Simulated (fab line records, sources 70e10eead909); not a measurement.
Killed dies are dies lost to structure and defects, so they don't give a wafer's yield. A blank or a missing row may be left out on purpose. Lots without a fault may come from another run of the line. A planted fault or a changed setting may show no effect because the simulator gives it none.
Which tool did it? | flow nand_harc | 11 lots, 33 wafers sampled, at 5 steps of a route of 1159

WHAT THE GAUGES READ, wafer by wafer
NHARC_A_ONON_D1_INSPECT_32.
lot  | measured     | on                | raw_defect_count
L623 | day 8 21:32  | defect_inspect-01 | 67 76 67
L621 | day 9 00:55  | defect_inspect-01 | 66 115 77
L624 | day 9 05:25  | defect_inspect-02 | 71 45 44
L627 | day 9 20:58  | defect_inspect-02 | 64 42 63
L629 | day 10 16:03 | defect_inspect-01 | 58 39 93
L631 | day 11 07:36 | defect_inspect-01 | 79 56 72
L635 | day 12 05:28 | defect_inspect-01 | 75 79 76
L638 | day 12 13:11 | defect_inspect-02 | 78 115 57
L640 | day 13 04:06 | defect_inspect-02 | 44 61 64
L641 | day 13 11:50 | defect_inspect-02 | 73 71 62
L642 | day 13 21:11 | defect_inspect-01 | 34 79 42

NHARC_END_SORT_01.
lot  | measured     | on        | killed_at_array | killed_at_other | killed_at_periphery | killed_dies | killed_open | killed_short
L627 | day 21 06:38 | prober-02 | 15 15 162       | 0 0 1           | 9 3 2               | 24 18 165   | 3 1 3       | 1 2 0
L629 | day 21 22:23 | prober-02 | 184 25 21       | 0 1 0           | 3 7 1               | 187 33 22   | 5 5 3       | 2 5 0

WHICH TOOL RAN EACH LOT (tool, then ch and the chambers of the sampled wafers, then the start)
lot  | NHARC_A_CHANNEL_HOLE_D1_ETCH_34               | NHARC_A_CHANNEL_HOLE_D1_ETCH_16    | NHARC_A_CHANNEL_HOLE_D1_ETCH_25
L623 | rie_diel-10 ch 1,2, day 9 01:09 or earlier    | rie_diel-10 ch 0,1,2, day 9 01:09  | har_etch-01 ch 0,1, day 9 04:40
L621 | rie_diel-10 ch 0,1, day 9 04:40 or earlier    | rie_diel-10 ch 0,1,2, day 9 04:40  | har_etch-02 ch 0,1, day 9 08:14
L624 | rie_diel-10 ch 1,2,3, day 9 08:47 or earlier  | rie_diel-10 ch 2,3, day 9 08:47    | har_etch-02 ch 0,1, day 9 12:36
L627 | rie_diel-10 ch 0,1, day 10 01:43 or earlier   | rie_diel-10 ch 0,1, day 10 01:43   | har_etch-02 ch 0,1, day 10 08:16
L629 | rie_diel-10 ch 1,2,3, day 10 22:13 or earlier | rie_diel-10 ch 0,1,2, day 10 22:13 | har_etch-01 ch 0,1, day 11 01:54
L631 | rie_diel-01 ch 0,3, day 11 13:10 or earlier   | rie_diel-01 ch 1,2, day 11 13:10   | har_etch-02 ch 0,1, day 11 16:52
L635 | rie_diel-01 ch 0,2,3, day 12 09:01 or earlier | rie_diel-01 ch 0,2, day 12 09:01   | har_etch-01 ch 0,1, day 12 12:35
L638 | rie_diel-08 ch 0,1,2, day 12 18:07 or earlier | rie_diel-08 ch 1,2, day 12 18:07   | har_etch-01 ch 0,1, day 12 22:12
L640 | rie_diel-01 ch 0,2, day 13 07:49 or earlier   | rie_diel-01 ch 0,1,2, day 13 07:49 | har_etch-01 ch 0,1, day 13 11:37
L641 | rie_diel-01 ch 1,2,3, day 13 15:08 or earlier | rie_diel-01 ch 0,1, day 13 15:08   | har_etch-02 ch 0,1, day 13 18:58
L642 | rie_diel-01 ch 0,3, day 14 01:44 or earlier   | rie_diel-01 ch 0,2,3, day 14 01:44 | har_etch-02 ch 0,1, day 14 08:28
- NHARC_A_CHANNEL_HOLE_D1_ETCH_34: etches the open film in CF4/CHF3, target depth 154 nm, time 77 s.
- NHARC_A_CHANNEL_HOLE_D1_ETCH_16: etches the open film in O2/COS, target depth 3100 nm, time 806 s.
- NHARC_A_CHANNEL_HOLE_D1_ETCH_25: etches the open film in C4F8/O2/Ar, time 1040.2 s, target depth 1500 nm.

WHAT THE TOOLS THEMSELVES READ (means of the sampled wafers that have a number; where no wafer has one, the mark that the record gives instead)
NHARC_A_CHANNEL_HOLE_D1_ETCH_34.
lot  | tool        | cf4_flow_sccm (sccm) | drypump_motor_current_A (A) | oes_product_au (a.u.) | rf_vpp_V (V) | run_length_s (s) | showerhead_plenum_p_Torr (Torr) | throttle_valve_pct (%)
L623 | rie_diel-10 | 100.15               | 5.6                         | 0.977                 | 372.5        | 98.1             | 1.62                            | 16.791
L621 | rie_diel-10 | 99.84                | 5.2                         | 0.970                 | 372.4        | 98.5             | 1.63                            | 16.798
L624 | rie_diel-10 | 99.85                | 5.8                         | 0.976                 | 372.0        | 98.5             | 1.61                            | 16.801
L627 | rie_diel-10 | 100.25               | 5.3                         | 0.976                 | 371.2        | 98.3             | 1.60                            | 16.814
L629 | rie_diel-10 | 100.24               | 5.8                         | 0.969                 | 372.2        | 98.4             | 1.61                            | 16.799
L631 | rie_diel-01 | 100.01               | 5.4                         | 0.985                 | 370.6        | 98.2             | 1.55                            | 16.800
L635 | rie_diel-01 | 100.13               | 5.7                         | 0.948                 | 370.4        | 98.1             | 1.57                            | 16.811
L638 | rie_diel-08 | 99.96                | 5.8                         | 0.937                 | 370.1        | 98.5             | 1.55                            | 16.801
L640 | rie_diel-01 | 100.18               | 6.1                         | 0.921                 | 370.4        | 98.0             | 1.58                            | 16.801
L641 | rie_diel-01 | 100.13               | 5.9                         | 0.970                 | 370.1        | 98.0             | 1.54                            | 16.807
L642 | rie_diel-01 | 100.08               | 5.3                         | 0.938                 | 371.7        | 98.2             | 1.58                            | 16.800

NHARC_A_CHANNEL_HOLE_D1_ETCH_16.
lot  | tool        | drypump_motor_current_A (A) | oes_product_au (a.u.) | rf_vpp_V (V) | run_length_s (s) | showerhead_plenum_p_Torr (Torr) | throttle_valve_pct (%)
L623 | rie_diel-10 | 5.4                         | 1.003                 | 315.1        | 827.0            | 3.19                            | 28.328
L621 | rie_diel-10 | 5.5                         | 1.006                 | 315.0        | 827.1            | 3.19                            | 28.329
L624 | rie_diel-10 | 6.0                         | 0.993                 | 314.0        | 827.2            | 3.14                            | 28.327
L627 | rie_diel-10 | 5.2                         | 1.015                 | 315.5        | 768.2            | 3.24                            | 28.334
L629 | rie_diel-10 | 5.5                         | 1.010                 | 314.8        | 767.7            | 3.18                            | 28.338
L631 | rie_diel-01 | 5.9                         | 0.988                 | 312.9        | 827.2            | 3.04                            | 28.329
L635 | rie_diel-01 | 6.1                         | 0.997                 | 314.5        | 827.1            | 3.15                            | 28.324
L638 | rie_diel-08 | 5.9                         | 1.007                 | 312.1        | 827.3            | 2.96                            | 28.329
L640 | rie_diel-01 | 5.8                         | 0.996                 | 314.0        | 827.1            | 3.10                            | 28.327
L641 | rie_diel-01 | 5.4                         | 0.987                 | 312.7        | 827.4            | 3.06                            | 28.330
L642 | rie_diel-01 | 5.8                         | 1.008                 | 314.2        | 827.3            | 3.11                            | 28.323

NHARC_A_CHANNEL_HOLE_D1_ETCH_25.
lot  | tool        | drypump_motor_current_A (A) | showerhead_plenum_p_Torr (Torr) | throttle_valve_pct (%)
L623 | har_etch-01 | 5.5                         | 3.58                            | 32.233
L621 | har_etch-02 | 5.8                         | 3.65                            | 32.240
L624 | har_etch-02 | 5.8                         | 3.65                            | 32.242
L627 | har_etch-02 | 5.8                         | 3.64                            | 32.230
L629 | har_etch-01 | 5.6                         | 3.59                            | 32.241
L631 | har_etch-02 | 5.8                         | 3.64                            | 32.235
L635 | har_etch-01 | 5.5                         | 3.56                            | 32.240
L638 | har_etch-01 | 5.5                         | 3.56                            | 32.229
L640 | har_etch-01 | 5.5                         | 3.56                            | 32.236
L641 | har_etch-02 | 5.4                         | 3.73                            | 32.228
L642 | har_etch-02 | 5.8                         | 3.62                            | 32.237

THE ANSWER, worked out from the rows above alone
Rule: what is usual is taken from the lots themselves. Put in order of their means at a reading, lots are off if they are a third of the lots or fewer, leave a main group of 4 or more, and stand apart from it by a gap of 3 or more times the standard deviation of the main group's means; of several such gaps the widest counts. A main group whose means are all the same, to the digits that the tables above print for the reading, isn't used. A lot without any number at a reading at which 4 lots or more have one is off too. The other lots that the step has rows for count as sound. The gauges are gone through in route order, then the tools' own readings, and for those a lot's mean is taken as printed above. The first step at which some lot is off is used, and at that step the reading that is off furthest; a lot without a number counts as furthest.
Off: L627, L629, at NHARC_A_CHANNEL_HOLE_D1_ETCH_16 (run_length_s). The main group: mean 827.2 s, standard deviation 0.12.
A tool fits if, at that step or a process step before it, it ran every lot that is off, and no sound lot after the first of them. NHARC_A_CHANNEL_HOLE_D1_ETCH_34 gives no start for some lots, so the hours and the order of its lots are those of NHARC_A_CHANNEL_HOLE_D1_ETCH_16. One fits: rie_diel-10 at NHARC_A_CHANNEL_HOLE_D1_ETCH_34 and NHARC_A_CHANNEL_HOLE_D1_ETCH_16. At NHARC_A_CHANNEL_HOLE_D1_ETCH_34 its last sound lot is L624 (day 9 08:47), its first lot that is off L627 (day 10 01:43): a fault that began between those two fits.

WHAT THE SIMULATOR HAD PUT IN
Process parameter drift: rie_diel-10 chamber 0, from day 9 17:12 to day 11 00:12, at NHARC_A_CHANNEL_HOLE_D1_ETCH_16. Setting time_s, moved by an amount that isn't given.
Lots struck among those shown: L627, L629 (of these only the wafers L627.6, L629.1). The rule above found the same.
